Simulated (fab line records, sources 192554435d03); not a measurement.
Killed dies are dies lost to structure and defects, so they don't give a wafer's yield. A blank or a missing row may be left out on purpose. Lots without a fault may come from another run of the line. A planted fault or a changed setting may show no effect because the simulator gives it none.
fab line records | flow n5_finfet
record lots=10 wafers=28 last_day=21
route steps=1938 shown FIN_CUT@176 STI_FIN_REVEAL@184 DUMMY_GATE@219 BEOL_M4@1111 PASSIVATION@1936
lots that met no fault: from a run of the same line without faults
start_h: hours from the record's first day to the start of the lot's first wafer shown | wait_h: hours since the lot's step before | " the same as in the row above | L1.1+2: a row that stands for several wafers | - no value, or no start given | * or withheld: withheld | < > ~ a bound
route shown NAME@n: a module of which the file shows steps, and the number in the route of the first | usual: mean/standard deviation of fault-free wafers | same: alike in all rows | chamber/n: place in a boat | sites: the reading at each site | _std_site: their standard deviation | _edge_site: outer sites' mean less inner sites' | radius_mm: how far each site lies from the wafer's centre | mask NAME#n: copy n | behind: the tool/chamber that last shaped the wafer | hold: why the lot was held/for how many hours/how that ended | device: the transistor (n, p or np) that didn't switch | end of line: the same wafers' tests at the end of the route | a step without rows: its recipe alone | killed: dies lost to structure and defects at the first sort, not the wafer's yield | map: a wafer's dies, x killed, . not, _ none there
set.NAME: the setting as run; set.NAME@STEP: as run at that earlier step | model.NAME: the simulator's own value behind a step, which no gauge read
steps of the route over a sample of lots; a table a step, a row a wafer
services: from which hour (start_h, from the record's first day; less than 0 if before it) a tool's chamber was out of use, for how many hours, and why
## steps
# step N5_FIN_CUT_CUT_ETCH_15
# recipe chemistry=HBr/Cl2/O2 target=Si target_depth_a=1000 bt_time_s=10 mask_material=SOC time_s=42.4 ion_energy_ev=* bias_w=* pressure_mtorr=10 icp_w=800 HBr_flow_sccm=150 Cl2_flow_sccm=80 O2_flow_sccm=12
# usual drypump_motor_current_A=5.8/0.47 he_backside_leak_sccm=2.7/0.34 oes_product_au=1.004/0.013 throttle_valve_pct=36.8/0.53
# columns lot.wafer tool chamber start_h wait_h drypump_motor_current_A he_backside_leak_sccm oes_product_au rf_hours_counter_h throttle_valve_pct
L738.2 rie_si-04 3 44.85 0.1 6.2 2.7 1.001 97 36.5
L738.6 " 0 " " 6.2 2.9 1.014 - 36.9
L739.1 rie_si-04 3 51.18 0.1 6.2 3.1 1.006 97 36.4
L739.4 " 1 " " 5.0 2.4 0.992 - 36.2
L739.6 " 3 " " 6.2 3.0 1.015 - 36.4
L745.1 rie_si-05 2 90.94 0.1 5.1 3.0 0.986 131 37.9
L745.3 " 3 " " 5.6 2.8 1.028 176 37.0
L745.5 " 0 " " 6.3 2.4 1.010 - 37.2
L746.2 rie_si-05 0 99.79 0.1 6.3 2.4 1.015 74 37.2
L746.3 " 2 " " 5.1 3.0 0.991 131 37.9
L746.6 " 3 " " 5.6 4.7 1.020 - 36.9
L747.3 rie_si-04 1 105.37 0.0 5.0 2.4 0.987 107 36.2
L747.5 " 1 " " 5.0 2.3 0.999 - 36.2
L747.6 " 3 " " 6.2 3.0 1.008 - 36.4
L750.1 rie_si-04 0 118.93 0.1 6.2 2.8 1.004 6 36.9
L750.2 " 1 " " 5.1 2.3 0.990 107 36.2
L750.5 " 2 " " 5.9 2.4 1.024 - 37.8
L752.4 rie_si-06 1 129.39 0.0 6.0 2.5 0.981 4 36.7
L752.6 " 2 " " 6.1 2.9 0.983 - 36.5
L753.3 rie_si-04 0 135.49 0.0 6.2 2.8 1.022 7 36.9
L753.5 " 1 " " 5.0 2.3 0.975 - 36.2
L753.6 " 2 " " 5.9 2.4 1.023 - 37.8
L757.1 rie_si-04 0 160.18 0.1 6.1 2.7 1.020 7 36.9
L757.5 " 0 " " 6.2 2.7 1.019 - 36.9
L757.6 " 1 " " 5.0 2.4 0.999 - 36.2
L758.2 rie_si-04 0 166.10 0.1 6.2 2.9 1.010 7 36.9
L758.3 " 3 " " 6.2 3.0 1.006 99 36.4
L758.6 " 1 " " 5.0 2.4 0.991 - 36.2
# step N5_STI_FIN_REVEAL_ALD_14
# recipe material=Si3N4 target_thk_a=30 temp_c=400 ald_precursor_family=SiH2I2 ald_co_reactant=N2/H2-plasma pressure_torr=2
# usual heater_power_w=854/85
# columns lot.wafer tool chamber start_h wait_h heater_power_w
L738.2 ald_sin-01 1 45.22 0.0 733
L738.6 " 1 " " 723
L739.1 ald_sin-02 0 51.57 0.0 856
L739.4 " 2 " " 816
L739.6 " 3 " " 754
L745.1 ald_sin-01 0 94.22 0.0 928
L745.3 " 1 " " 719
L745.5 " 1 " " 726
L746.2 ald_sin-02 0 100.81 0.0 881
L746.3 " 2 " " 866
L746.6 " 3 " " 710
L747.3 ald_sin-03 0 105.74 0.0 802
L747.5 " 1 " " 794
L747.6 " 2 " " 895
L750.1 ald_sin-03 1 119.29 0.0 792
L750.2 " 3 " " 907
L750.5 " 0 " " 777
L752.4 ald_sin-03 1 129.75 0.0 805
L752.6 " 0 " " 785
L753.3 ald_sin-03 2 135.86 0.0 861
L753.5 " 3 " " 898
L753.6 " 2 " " 884
L757.1 ald_sin-02 2 160.73 0.0 829
L757.5 " 0 " " 882
L757.6 " 1 " " 893
L758.2 ald_sin-03 1 166.88 0.0 832
L758.3 " 0 " " 784
L758.6 " 0 " " 782
# step N5_STI_FIN_REVEAL_ETCH_34
# recipe chemistry=H2 mode=isotropic material=Si target=Si target_depth_a=9.7 temp_c=20 pressure_mtorr=4.5 icp_w=300 bias_w=0 h2_flow_sccm=7.5 he_flow_sccm=142.5
# usual drypump_motor_current_A=5.9/0.43 he_backside_leak_sccm=2.65/0.29 he_flow_sccm=142.5/0.4 oes_product_au=0.997/0.017 throttle_valve_pct=25.7/0.57
# columns lot.wafer tool chamber start_h wait_h drypump_motor_current_A he_backside_leak_sccm he_flow_sccm oes_product_au rf_hours_counter_h throttle_valve_pct
L738.2 rie_si-03 1 53.33 0.1 5.4 2.38 142.3 1.006 2 25.5
L738.6 " 2 " " 5.8 3.00 142.5 0.974 - 25.0
L739.1 rie_si-02 0 60.08 0.2 6.3 2.77 142.3 1.016 119 26.0
L739.4 " 2 " " 5.8 2.58 142.6 1.008 1 25.0
L739.6 " 3 " " 5.4 2.74 142.5 1.018 - 26.1
L745.1 rie_si-03 1 102.46 0.2 5.5 2.37 142.0 0.998 3 25.6
L745.3 " 2 " " 5.8 3.68 142.8 0.961 69 25.0
L745.5 " 1 " " 5.4 2.61 143.0 1.001 - 25.5
L746.2 rie_si-03 2 109.32 0.1 5.8 2.89 143.0 0.961 69 25.0
L746.3 " 0 " " 6.8 2.23 142.7 1.014 9 26.0
L746.6 " 3 " " 5.4 2.58 142.5 1.000 - 25.3
L747.3 rie_si-01 2 114.39 0.1 6.1 2.58 142.7 0.994 63 25.6
L747.5 " 2 " " 6.1 2.50 142.6 0.992 - 25.6
L747.6 " 3 " " 6.3 2.69 142.6 0.975 - 27.1
L750.1 rie_si-01 0 127.30 0.2 5.8 3.00 142.2 0.982 150 25.1
L750.2 " 2 " " 6.1 2.48 142.7 0.977 63 25.6
L750.5 " 0 " " 5.9 3.12 142.5 0.992 - 25.2
L752.4 rie_si-01 1 137.78 0.1 6.0 2.78 142.6 1.019 72 25.6
L752.6 " 1 " " 5.9 2.75 142.6 1.021 - 25.6
L753.3 rie_si-01 3 143.78 0.1 6.2 2.84 142.8 0.994 78 27.1
L753.5 " 1 " " 5.9 2.92 142.4 1.012 - 25.6
L753.6 " 2 " " 6.1 2.51 142.5 0.996 - 25.6
L757.1 rie_si-01 2 168.83 0.2 6.1 2.40 142.6 0.985 64 25.6
L757.5 " 0 " " 5.8 2.91 143.1 1.000 - 25.2
L757.6 " 1 " " 5.9 2.91 142.6 1.029 - 25.6
L758.2 rie_si-02 0 174.90 0.1 6.2 2.62 141.8 1.005 121 26.0
L758.3 " 2 " " 5.8 2.64 142.2 0.984 4 25.0
L758.6 " 1 " " 6.0 2.46 142.4 0.998 - 26.2
# step N5_STI_FIN_REVEAL_INSPECT_13
# recipe inspect_instrument=darkfield mode=post_clean
# usual raw_defect_count=11/4.8
# columns lot.wafer tool chamber start_h wait_h raw_defect_count
L738.2 defect_inspect-01 - 54.06 0.0 10
L738.6 " - " " 16
L739.1 defect_inspect-02 - 60.89 0.0 8
L739.4 " - " " 27
L739.6 " - " " 6
L745.1 defect_inspect-02 - 103.16 0.0 468
L745.3 " - " " 477
L745.5 " - " " 494
L746.2 defect_inspect-02 - 110.01 0.0 468
L746.3 " - " " 477
L746.6 " - " " 462
L747.3 defect_inspect-01 - 115.09 0.0 16
L747.5 " - " " 11
L747.6 " - " " 13
L750.1 defect_inspect-01 - 128.13 0.0 5
L750.2 " - " " 7
L750.5 " - " " 9
L752.4 defect_inspect-01 - 138.51 0.0 6
L752.6 " - " " 10
L753.3 defect_inspect-02 - 144.47 0.0 10
L753.5 " - " " 11
L753.6 " - " " 17
L757.1 defect_inspect-02 - 169.53 0.0 4
L757.5 " - " " 12
L757.6 " - " " 10
L758.2 defect_inspect-02 - 175.60 0.0 7
L758.3 " - " " 11
L758.6 " - " " 5
# step N5_DUMMY_GATE_THK_MEAS_05
# usual thk_nm=71.2/1.2
# columns lot.wafer tool chamber start_h wait_h thk_nm
L738.2 film_metro-01 - 58.68 0.2 69.2
L738.6 " - " " 69.5
L739.1 film_metro-02 - 65.33 0.1 71.9
L739.4 " - " " 73.7
L739.6 " - " " 72.2
L745.1 film_metro-01 - 107.33 0.2 72.4
L745.3 " - " " 70.3
L745.5 " - " " 71.1
L746.2 film_metro-01 - 114.20 0.2 70.5
L746.3 " - " " 72.2
L746.6 " - " " 71.6
L747.3 film_metro-01 - 119.28 0.1 71.6
L747.5 " - " " 73.1
L747.6 " - " " 69.7
L750.1 film_metro-02 - 132.31 0.1 72.5
L750.2 " - " " 69.6
L750.5 " - " " 69.5
L752.4 film_metro-01 - 142.70 0.1 72.8
L752.6 " - " " 69.5
L753.3 film_metro-01 - 149.05 0.1 70.9
L753.5 " - " " 70.1
L753.6 " - " " 72.9
L757.1 film_metro-02 - 173.71 0.2 68.3
L757.5 " - " " 71.0
L757.6 " - " " 69.9
L758.2 film_metro-01 - 181.85 0.1 70.2
L758.3 " - " " 71.9
L758.6 " - " " 71.6
# step N5_BEOL_M4_RC_MEAS_101
# usual DIBL_N=37.7/2 DIBL_P=37.7/2.3 IOFF_N=0.18/0.039 IOFF_P=0.23/0.042 ION_N=681/12 ION_P=463/8 SS_N=71.9/0.68 SS_P=73.6/0.71 VT_N=248/3.2 VT_P=-249/3.1
# columns lot.wafer tool chamber start_h wait_h DIBL_N[mV/V] DIBL_P[mV/V] IOFF_N[nA/um] IOFF_P[nA/um] ION_N[uA/um] ION_P[uA/um] SS_N[mV/dec] SS_P[mV/dec] VT_N[mV] VT_P[mV]
L738.2 prober-02 0 276.70 0.2 38.0 37.0 0.19 0.20 692 462 71.4 73.3 247 -252
L738.6 " 0 " " 37.4 37.3 0.16 0.21 681 459 71.2 73.3 249 -252
L739.1 prober-01 0 278.27 0.0 36.2 35.5 0.13 0.16 658 441 72.6 73.6 254 -256
L739.4 " 0 " " 37.5 38.0 0.16 0.20 679 457 72.2 72.6 251 -254
L739.6 " 0 " " 41.2 40.8 0.24 0.24 677 452 72.4 74.0 245 -250
L746.2 prober-01 0 317.33 0.2 39.3 39.7 0.19 0.27 701 477 71.6 73.5 246 -249
L746.3 " 0 " " 39.9 40.9 0.22 0.27 709 470 72.0 74.2 244 -249
L746.6 " 0 " " 41.5 41.8 0.27 0.30 715 484 72.1 74.2 242 -245
L745.1 prober-02 0 323.10 0.0 34.1 34.6 0.14 0.18 668 453 70.5 72.2 250 -252
L745.3 " 0 " " 36.3 37.9 0.19 0.24 697 472 72.3 73.2 247 -248
L745.5 " 0 " " 34.2 35.2 0.16 0.19 689 470 71.6 73.5 247 -249
L747.3 prober-02 0 327.06 0.3 40.5 39.8 0.25 0.26 689 464 72.8 74.4 242 -247
L747.5 " 0 " " 34.8 32.8 0.13 0.16 669 452 70.7 72.4 250 -253
L747.6 " 0 " " 39.7 38.2 0.21 0.23 681 462 72.7 73.4 246 -252
L750.1 prober-01 0 344.88 0.0 40.9 40.7 0.22 0.30 692 477 72.4 74.6 244 -242
L750.2 " 0 " " 37.4 36.3 0.16 0.22 676 468 71.1 73.8 248 -250
L750.5 " 0 " " 37.9 36.6 0.16 0.22 679 471 71.7 73.2 250 -249
L752.4 prober-02 0 348.91 0.5 37.3 36.6 0.16 0.23 680 463 72.0 74.3 252 -250
L752.6 " 0 " " 38.1 37.9 0.19 0.25 676 459 72.4 73.7 249 -246
L753.3 prober-01 0 360.36 0.3 38.0 36.7 0.18 0.22 665 457 71.2 73.7 248 -250
L753.5 " 0 " " 37.0 35.4 0.16 0.20 677 462 71.2 73.1 248 -249
L753.6 " 0 " " 39.6 38.5 0.20 0.24 681 463 72.0 74.4 246 -251
L757.1 prober-02 0 389.10 0.0 39.4 38.3 0.22 0.26 685 469 73.2 73.9 245 -247
L757.5 " 0 " " 36.0 34.0 0.17 0.19 680 459 71.6 72.8 249 -251
L757.6 " 0 " " 38.5 39.8 0.22 0.30 688 471 71.4 73.6 244 -246
L758.2 prober-02 0 402.43 0.2 36.5 36.5 0.16 0.26 662 460 71.5 73.6 250 -245
L758.3 " 0 " " 33.3 31.9 0.12 0.17 680 463 70.8 73.0 248 -251
L758.6 " 0 " " 36.9 37.3 0.19 0.26 686 475 72.2 74.0 248 -246
# step N5_PASSIVATION_PROBE_49
# usual defect_limited_yield=91.1/1.4 killed_at_M0_to_M3=34/9.6 killed_at_M4_up=15/5.3 killed_at_contacts=12/6.1 killed_at_front_end=40/11 killed_at_other=3.5/2.8 killed_dies=105/17 killed_open=70/12 killed_short=34/7.7 sort_bin_5_function=5.2/0.97 sort_bin_6_memory=3.4/0.62 sort_bin_8_speed=0.00/0.023 sort_n_pass=1075/17 sort_yield_pct=91.1/1.4
# same gross_dies=1180 killed_at_back_side=0 sort_bin_4_leakage[%]=0
# columns lot.wafer tool chamber start_h wait_h defect_limited_yield[%] killed_at_M0_to_M3 killed_at_M4_up killed_at_contacts killed_at_front_end killed_at_other killed_dies killed_open killed_short sort_bin_5_function[%] sort_bin_6_memory[%] sort_bin_8_speed[%] sort_n_pass sort_yield_pct[%]
L739.1 prober-02 - 391.38 0.0 91.2 33 19 14 31 7 104 75 29 5.3 3.3 0.08 1075 91.1
L739.4 prober-02 - 391.53 0.2 92.5 31 8 12 37 1 89 65 24 4.2 3.0 0 1091 92.5
L739.6 prober-02 - 391.63 0.3 92.2 38 8 4 38 4 92 63 29 4.1 3.6 0 1088 92.2
L738.2 prober-01 - 392.31 0.1 90.6 37 20 11 41 2 111 84 25 6.4 2.9 0 1069 90.6
L738.6 prober-01 - 392.51 0.3 89.7 35 17 23 45 2 122 74 45 6.4 3.7 0 1058 89.7
L746.2 prober-01 - 420.57 0.1 82.4 46 17 7 132 6 208 71 40 11.3 4.5 0 972 82.4
L746.3 prober-01 - 420.62 0.1 86.4 14 19 7 118 2 160 53 26 8.0 3.6 0 1020 86.4
L746.6 prober-01 - 420.77 0.3 85.3 9 19 7 137 2 174 51 28 9.8 3.2 0 1006 85.3
L747.3 prober-01 - 433.54 0.1 90.8 32 21 21 30 5 109 74 34 5.8 3.3 0 1071 90.8
L747.5 prober-01 - 433.64 0.2 90.8 45 13 13 36 2 109 75 34 5.4 3.5 0 1071 90.8
L747.6 prober-01 - 433.69 0.3 92.5 32 20 21 16 0 89 62 27 4.3 3.1 0 1091 92.5
L745.1 prober-01 - 435.73 0.0 82.1 35 19 8 149 0 211 63 31 11.4 4.7 0 969 82.1
L745.3 prober-01 - 435.83 0.1 82.7 35 17 6 144 2 204 68 27 11.3 4.1 0 976 82.7
L745.5 prober-01 - 435.93 0.2 82.3 31 17 7 151 3 209 67 24 10.4 4.4 0 971 82.3
L752.4 prober-02 - 450.00 0.2 90.5 39 15 9 45 4 112 75 37 5.0 3.9 0 1068 90.5
L752.6 prober-02 - 450.10 0.3 91.2 34 7 19 41 3 104 68 36 5.7 3.0 0 1076 91.2
L750.1 prober-01 - 450.39 0.0 87.7 47 17 17 61 3 145 94 49 8.0 4.1 0 1035 87.7
L750.2 prober-01 - 450.44 0.1 94.2 23 17 11 18 0 69 47 21 2.9 2.6 0 1111 94.2
L750.5 prober-01 - 450.59 0.2 90.8 33 21 10 44 0 108 73 33 5.4 3.4 0 1072 90.8
L753.3 prober-01 - 460.34 0.1 89.2 56 28 9 32 3 128 86 42 6.2 4.6 0 1052 89.2
L753.5 prober-01 - 460.44 0.2 87.5 48 24 22 48 6 148 106 42 6.9 5.0 0 1032 87.5
L753.6 prober-01 - 460.49 0.3 89.0 42 18 18 49 3 130 91 38 6.7 4.0 0 1050 89.0
L757.1 prober-02 - 501.33 0.3 92.5 20 13 8 42 6 89 55 32 4.3 2.9 0 1091 92.5
L757.5 prober-02 - 501.53 0.5 90.8 46 8 6 43 5 108 62 45 4.9 3.6 0 1072 90.8
L757.6 prober-02 - 501.58 0.5 90.6 34 12 7 53 5 111 71 39 6.0 3.1 0 1069 90.6
L758.2 prober-01 - 510.11 0.1 93.0 30 10 9 30 4 83 53 27 3.8 2.8 0 1097 93.0
L758.3 prober-01 - 510.16 0.1 93.0 25 13 8 34 3 83 55 26 4.2 2.5 0 1097 93.0
L758.6 prober-01 - 510.31 0.3 93.2 22 13 8 25 12 80 54 25 3.7 2.7 0 1100 93.2
# killed by level:class
L739.1 MOL_CONTACT_COAG:geometric_particle:open=12 BEOL_M1:geometric_particle:open=11 STI_FIN_REVEAL:geometric_particle:open=8 BEOL_M3:geometric_particle:short=8 BEOL_M4:geometric_particle:open=8 DUMMY_GATE:geometric_particle:open=7 BEOL_M0_SAQP:geometric_particle:short=4 MIM_TOP_ETCH:geometric_particle:open=4
L739.4 MOL_CONTACT_COAG:geometric_particle:open=10 STI_FIN_REVEAL:geometric_particle:open=9 FIN_SAQP:geometric_particle:open=6 BEOL_M1:geometric_particle:open=6 BEOL_M0_SAQP:geometric_particle:open=5 STI_FIN_REVEAL:geometric_particle:short=4 BEOL_M3:geometric_particle:short=4 STARTING-WAFER:geometric_particle:open=4
L739.6 STI_FIN_REVEAL:geometric_particle:open=11 BEOL_M1:geometric_particle:open=9 BEOL_M2:geometric_particle:open=6 BEOL_M0_SAQP:geometric_particle:open=6 BEOL_M4:geometric_particle:open=6 BEOL_M3:geometric_particle:open=5 FIN_SAQP:geometric_particle:short=4 FIN_SAQP:geometric_particle:open=4
L738.2 BEOL_M4:geometric_particle:open=17 BEOL_M3:geometric_particle:open=15 FIN_SAQP:geometric_particle:open=11 MOL_CONTACT_COAG:geometric_particle:open=8 BEOL_M0_SAQP:geometric_particle:open=7 STI_FIN_REVEAL:geometric_particle:open=6 DUMMY_GATE:geometric_particle:open=6 FIN_SAQP:geometric_particle:short=4
L738.6 MOL_CONTACT_COAG:geometric_particle:open=15 BEOL_M3:geometric_particle:open=12 BEOL_M0_SAQP:geometric_particle:short=9 BEOL_M4:geometric_particle:open=9 MOL_CONTACT_COAG:geometric_particle:short=8 STI_FIN_REVEAL:geometric_particle:open=7 FIN_SAQP:geometric_particle:open=6 STI_FIN_REVEAL:geometric_particle:short=5
L746.2 STI_FIN_REVEAL:unspecified=97 BEOL_M0_SAQP:geometric_particle:open=21 FIN_SAQP:geometric_particle:open=9 BEOL_M4:geometric_particle:open=9 BEOL_M0_SAQP:geometric_particle:short=8 MOL_CONTACT_COAG:geometric_particle:open=7 FIN_SAQP:geometric_particle:short=6 GATE_CUT:geometric_particle:open=6
L746.3 STI_FIN_REVEAL:unspecified=81 BEOL_M4:geometric_particle:open=8 FIN_SAQP:geometric_particle:short=7 MOL_CONTACT_COAG:geometric_particle:open=7 STARTING-WAFER:geometric_particle:short=6 STI_FIN_REVEAL:geometric_particle:open=5 GATE_CUT:geometric_particle:open=5 BEOL_M0_SAQP:geometric_particle:open=4
L746.6 STI_FIN_REVEAL:unspecified=95 FIN_SAQP:geometric_particle:open=9 GATE_CUT:geometric_particle:short=9 FIN_SAQP:geometric_particle:short=8 MOL_CONTACT_COAG:geometric_particle:open=7 BEOL_M4:geometric_particle:open=6 BEOL_M8:geometric_particle:open=4 FIN_CUT:geometric_particle:open=3
L747.3 MOL_CONTACT_COAG:geometric_particle:open=15 STI_FIN_REVEAL:geometric_particle:open=14 BEOL_M4:geometric_particle:open=13 BEOL_M3:geometric_particle:open=11 BEOL_M0_SAQP:geometric_particle:short=7 GATE_CUT:geometric_particle:short=6 MOL_CONTACT_COAG:geometric_particle:short=6 BEOL_M2:geometric_particle:open=6
L747.5 BEOL_M3:geometric_particle:open=18 BEOL_M2:geometric_particle:open=10 MOL_CONTACT_COAG:geometric_particle:open=9 GATE_CUT:geometric_particle:short=8 GATE_CUT:geometric_particle:open=6 BEOL_M0_SAQP:geometric_particle:open=6 BEOL_M4:geometric_particle:open=6 STI_FIN_REVEAL:geometric_particle:open=5
L747.6 MOL_CONTACT_COAG:geometric_particle:open=14 BEOL_M3:geometric_particle:open=12 BEOL_M4:geometric_particle:open=8 MOL_CONTACT_COAG:geometric_particle:short=7 BEOL_M2:geometric_particle:open=7 STI_FIN_REVEAL:geometric_particle:open=4 BEOL_M1:geometric_particle:open=4 BEOL_M5:geometric_particle:open=4
L745.1 STI_FIN_REVEAL:unspecified=115 DUMMY_GATE:geometric_particle:open=9 BEOL_M0_SAQP:geometric_particle:short=8 BEOL_M2:geometric_particle:open=8 FIN_SAQP:geometric_particle:open=5 MOL_CONTACT_COAG:geometric_particle:open=5 BEOL_M0_SAQP:geometric_particle:open=5 BEOL_M3:geometric_particle:open=5
L745.3 STI_FIN_REVEAL:unspecified=108 BEOL_M3:geometric_particle:open=14 STI_FIN_REVEAL:geometric_particle:open=10 BEOL_M4:geometric_particle:open=6 DUMMY_GATE:geometric_particle:open=5 BEOL_M2:geometric_particle:open=5 FIN_SAQP:geometric_particle:open=4 MOL_CONTACT_COAG:geometric_particle:open=4
L745.5 STI_FIN_REVEAL:unspecified=117 BEOL_M2:geometric_particle:open=15 STI_FIN_REVEAL:geometric_particle:open=12 BEOL_M4:geometric_particle:open=8 FIN_SAQP:geometric_particle:short=7 BEOL_M1:geometric_particle:open=7 MOL_CONTACT_COAG:geometric_particle:open=6 FIN_SAQP:geometric_particle:open=5
L752.4 BEOL_M2:geometric_particle:open=15 FIN_SAQP:geometric_particle:short=11 FIN_SAQP:geometric_particle:open=10 STI_FIN_REVEAL:geometric_particle:open=9 BEOL_M0_SAQP:geometric_particle:short=6 MOL_CONTACT_COAG:geometric_particle:open=5 BEOL_M3:geometric_particle:open=5 DUMMY_GATE:geometric_particle:open=4
L752.6 MOL_CONTACT_COAG:geometric_particle:open=17 BEOL_M2:geometric_particle:open=12 FIN_SAQP:geometric_particle:short=11 FIN_SAQP:geometric_particle:open=9 STI_FIN_REVEAL:geometric_particle:open=7 BEOL_M1:geometric_particle:open=5 BEOL_M2:geometric_particle:short=5 BEOL_M0_SAQP:geometric_particle:short=4
L750.1 FIN_SAQP:geometric_particle:short=25 FIN_SAQP:geometric_particle:open=17 MOL_CONTACT_COAG:geometric_particle:open=14 BEOL_M1:geometric_particle:open=14 BEOL_M0_SAQP:geometric_particle:open=12 BEOL_M4:geometric_particle:open=9 BEOL_M0_SAQP:geometric_particle:short=6 BEOL_M2:geometric_particle:short=6
L750.2 BEOL_M4:geometric_particle:open=12 MOL_CONTACT_COAG:geometric_particle:open=9 BEOL_M2:geometric_particle:open=8 FIN_SAQP:geometric_particle:short=5 BEOL_M0_SAQP:geometric_particle:short=5 BEOL_M1:geometric_particle:open=4 STARTING-WAFER:geometric_particle:open=3 FIN_SAQP:geometric_particle:open=2
L750.5 FIN_SAQP:geometric_particle:open=12 MOL_CONTACT_COAG:geometric_particle:open=9 BEOL_M2:geometric_particle:open=9 FIN_SAQP:geometric_particle:short=8 DUMMY_GATE:geometric_particle:open=7 BEOL_M0_SAQP:geometric_particle:open=7 GATE_CUT:geometric_particle:short=6 BEOL_M4:geometric_particle:open=6
L753.3 STI_FIN_REVEAL:geometric_particle:open=13 BEOL_M0_SAQP:geometric_particle:short=13 BEOL_M4:geometric_particle:open=12 BEOL_M0_SAQP:geometric_particle:open=10 BEOL_M3:geometric_particle:open=10 BEOL_M1:geometric_particle:open=6 BEOL_M2:geometric_particle:open=6 BEOL_M4:geometric_particle:short=6
L753.5 MOL_CONTACT_COAG:geometric_particle:open=18 BEOL_M4:geometric_particle:open=14 FIN_SAQP:geometric_particle:open=10 BEOL_M1:geometric_particle:open=10 STI_FIN_REVEAL:geometric_particle:open=9 BEOL_M0_SAQP:geometric_particle:open=9 BEOL_M0_SAQP:geometric_particle:short=6 BEOL_M2:geometric_particle:open=6
L753.6 MOL_CONTACT_COAG:geometric_particle:open=16 STI_FIN_REVEAL:geometric_particle:open=11 BEOL_M2:geometric_particle:open=11 FIN_SAQP:geometric_particle:open=10 BEOL_M1:geometric_particle:open=10 BEOL_M4:geometric_particle:open=8 BEOL_M3:geometric_particle:open=7 FIN_SAQP:geometric_particle:short=6
L757.1 FIN_SAQP:geometric_particle:open=8 STI_FIN_REVEAL:geometric_particle:open=7 BEOL_M3:geometric_particle:open=6 MOL_CONTACT_COAG:geometric_particle:open=5 BEOL_M0_SAQP:geometric_particle:short=5 BEOL_M4:geometric_particle:open=5 FIN_SAQP:geometric_particle:short=4 SPACER0:geometric_particle:short=4
L757.5 BEOL_M0_SAQP:geometric_particle:short=10 BEOL_M2:geometric_particle:open=10 FIN_SAQP:geometric_particle:short=7 BEOL_M0_SAQP:geometric_particle:open=7 BEOL_M3:geometric_particle:open=7 FIN_SAQP:geometric_particle:open=5 SPACER0:geometric_particle:short=5 SPACER0:geometric_particle:open=5
L757.6 FIN_SAQP:geometric_particle:short=14 BEOL_M1:geometric_particle:open=9 BEOL_M2:geometric_particle:open=8 STI_FIN_REVEAL:geometric_particle:open=7 STARTING-WAFER:geometric_particle:open=7 MOL_CONTACT_COAG:geometric_particle:open=5 FIN_SAQP:geometric_particle:open=4 DUMMY_GATE:geometric_particle:open=4
L758.2 BEOL_M2:geometric_particle:open=12 MOL_CONTACT_COAG:geometric_particle:open=8 BEOL_M0_SAQP:geometric_particle:open=8 FIN_SAQP:geometric_particle:short=5 STI_FIN_REVEAL:geometric_particle:open=5 STARTING-WAFER:geometric_particle:short=5 FIN_SAQP:geometric_particle:open=4 GATE_CUT:geometric_particle:short=4
L758.3 BEOL_M2:geometric_particle:open=10 MOL_CONTACT_COAG:geometric_particle:open=8 FIN_SAQP:geometric_particle:open=6 FIN_SAQP:geometric_particle:short=6 STARTING-WAFER:geometric_particle:open=6 BEOL_M4:geometric_particle:open=5 BEOL_M0_SAQP:geometric_particle:open=4 DUMMY_GATE:geometric_particle:open=3
L758.6 STI_FIN_REVEAL:geometric_particle:open=7 MOL_CONTACT_COAG:geometric_particle:open=7 BEOL_M0_SAQP:geometric_particle:short=7 BEOL_M4:geometric_particle:open=7 BEOL_M2:geometric_particle:open=5 FIN_SAQP:geometric_particle:open=4 MIM_TOP:geometric_particle:open=4 PAD_METAL:geometric_particle:short=4
## services
# columns tool chamber start_h hours kind
rie_si-04 3 26.07 3.9 repair
rie_si-06 - 26.58 0.3 repair
rie_si-04 2 32.60 22.9 repair
rie_si-06 2 54.70 7.7 repair
rie_si-04 3 56.76 5.6 repair
rie_si-03 1 72.40 7.9 repair
ald_sin-01 - 79.38 14.6 pm
ald_sin-02 - 85.25 14.0 pm
ald_sin-02 0 85.25 14.0 vent_cycle
ald_sin-02 1 85.25 14.0 vent_cycle
ald_sin-02 2 85.25 14.0 vent_cycle
ald_sin-02 3 85.25 14.0 vent_cycle
ald_sin-02 0 99.25 - clean
ald_sin-02 1 99.25 - clean
ald_sin-02 2 99.25 - clean
ald_sin-02 3 99.25 - clean
rie_si-04 2 100.54 8.3 repair
ald_sin-02 1 111.91 - calibration
rie_si-02 3 113.66 15.8 repair
rie_si-03 1 133.48 3.0 repair
rie_si-02 - 148.65 0.1 repair
ald_sin-02 3 153.43 5.9 repair
rie_si-02 0 154.09 8.8 repair
## key
first_sign step=N5_STI_FIN_REVEAL_INSPECT_13 reading=raw_defect_count direction=up sigmas=96 usual=11 struck=474
effect step=N5_PASSIVATION_PROBE_49 reading=killed_at_front_end direction=up sigmas=9.1 usual=40 struck=138
more_kills_born_at N5_STI_FIN_REVEAL_ETCH_34@rie_si-03=613
met_at N5_STI_FIN_REVEAL_ETCH_34
struck_lots L745,L746
not_acting_at N5_FIN_CUT_CUT_ETCH_15,N5_STI_FIN_REVEAL_ALD_14,N5_DUMMY_GATE_THK_MEAS_05
onset_between 53.33 102.46
fault kind=chamber_particle_source tool=rie_si-03 chamber=- onset_h=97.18 steps=N5_STI_FIN_REVEAL_ETCH_34 rate_per_visit_cm2=0.73104 end_h=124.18
